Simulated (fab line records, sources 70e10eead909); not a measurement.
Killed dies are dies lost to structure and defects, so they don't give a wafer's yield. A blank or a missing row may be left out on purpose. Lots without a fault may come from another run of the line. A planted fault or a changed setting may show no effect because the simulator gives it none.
A struck lot beside a sound one | flow nand_harc | 14 steps out of a route of 1159
Sound: wafers L471.1, L471.4, L471.6. Struck: wafers L470.4, L470.6. (L470.5 of the same lot was not struck and is left out.) The cause comes at the end.
At each step with rows: each side's tool, then ch and its chambers, then its first start. Under that, the readings that differ: sound wafers | struck wafers | difference of the means | sigmas: that difference in standard deviations of wafers without a fault.
alike: readings whose means differ by less than 2 such deviations, and words and numbers that are the same on both sides. not compared: withheld readings, readings that some wafer has no value for, bounds like >300 that may hide the same value, and numbers for which the record gives no deviation and whose values overlap.
The two part at a step that has a row with sigmas, a row that says differs or no value, or rows on one side only. Numbers that don't overlap but have no deviation are shown without sigmas and don't part them. A reading that every wafer of one side lacks parts them only if that side has two wafers or more.

first, 7 steps without rows for these wafers: NHARC_A_STAIRCASE_SOFTBAKE_179 (time 170 s); NHARC_A_STAIRCASE_EBR_180; NHARC_A_STAIRCASE_EXPOSE_181 (exposes mask STAIR 2); NHARC_A_STAIRCASE_PEB_182 (peb time 130 s); NHARC_A_STAIRCASE_DEVELOP_183 (time 140 s); NHARC_A_STAIRCASE_HARDBAKE_185 (time 140 s); NHARC_A_STAIRCASE_DESCUM_186 (chemistry O2, time 3 s).
NHARC_A_STAIRCASE_TRIM_187: chemistry O2, time 211.2 s.
  sound on rie_diel-06 ch 2,3, day 13 23:33; struck on rie_diel-06 ch 0,3, day 14 11:55
  alike: drypump_motor_current_A, o2_flow_sccm, oes_product_au, rf_vpp_V, run_length_s, showerhead_plenum_p_Torr, throttle_valve_pct
  not compared: rf_hours_counter_h
NHARC_A_STAIRCASE_ETCH_188: etches the open film in C4F8/O2, target depth 100 nm, time 40.5 s.
  sound on rie_diel-06 ch 0,1; struck on rie_diel-06 ch 1,2
  alike: oes_product_au, rf_vpp_V
  not compared: rf_hours_counter_h
NHARC_A_STAIRCASE_TRIM_189: chemistry O2, time 211.2 s.
  sound on rie_diel-06 ch 0,1,3; struck on rie_diel-06 ch 1
  alike: drypump_motor_current_A, o2_flow_sccm, oes_product_au, rf_vpp_V, run_length_s, showerhead_plenum_p_Torr, throttle_valve_pct
  not compared: rf_hours_counter_h
NHARC_A_STAIRCASE_ETCH_190: etches the open film in C4F8/O2, target depth 100 nm, time 40.5 s.
  sound on rie_diel-06 ch 1,2,3; struck on rie_diel-06 ch 0,2
  alike: oes_product_au, rf_vpp_V
  not compared: rf_hours_counter_h
NHARC_A_STAIRCASE_TRIM_191: chemistry O2, time 211.2 s.
  sound on rie_diel-06 ch 0,1, day 14 00:01; struck on rie_diel-06 ch 2,3, day 14 12:24
  reading          | sound             | struck      | difference | sigmas
  run_length_s (s) | 231.6 231.8 231.8 | 301.9 301.6 | +70.0      | +99 or more
  alike: drypump_motor_current_A, o2_flow_sccm, oes_product_au, rf_vpp_V, showerhead_plenum_p_Torr, throttle_valve_pct
  not compared: rf_hours_counter_h
NHARC_A_STAIRCASE_ETCH_192: etches the open film in C4F8/O2, target depth 100 nm, time 40.5 s.
  sound on rie_diel-06 ch 0,2,3; struck on rie_diel-06 ch 2,3
  alike: oes_product_au, rf_vpp_V
  not compared: rf_hours_counter_h
-- the record jumps here: 8 days lie between the struck wafers' starts before and after (it left off in module A_STAIRCASE and takes up again in module END, whose first step shown is number 1159 of the route) --
NHARC_END_SORT_01:
  the record has rows for the struck wafers here (prober-02 ch 0, day 22 16:08) and none for the sound ones

WHERE THEY PART
First at NHARC_A_STAIRCASE_TRIM_191; last, within this record, at NHARC_END_SORT_01.

WHY: what the simulator had put in
Process parameter drift: rie_diel-06, from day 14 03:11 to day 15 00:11, at NHARC_A_STAIRCASE_TRIM_191. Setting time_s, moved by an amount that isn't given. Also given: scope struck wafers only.
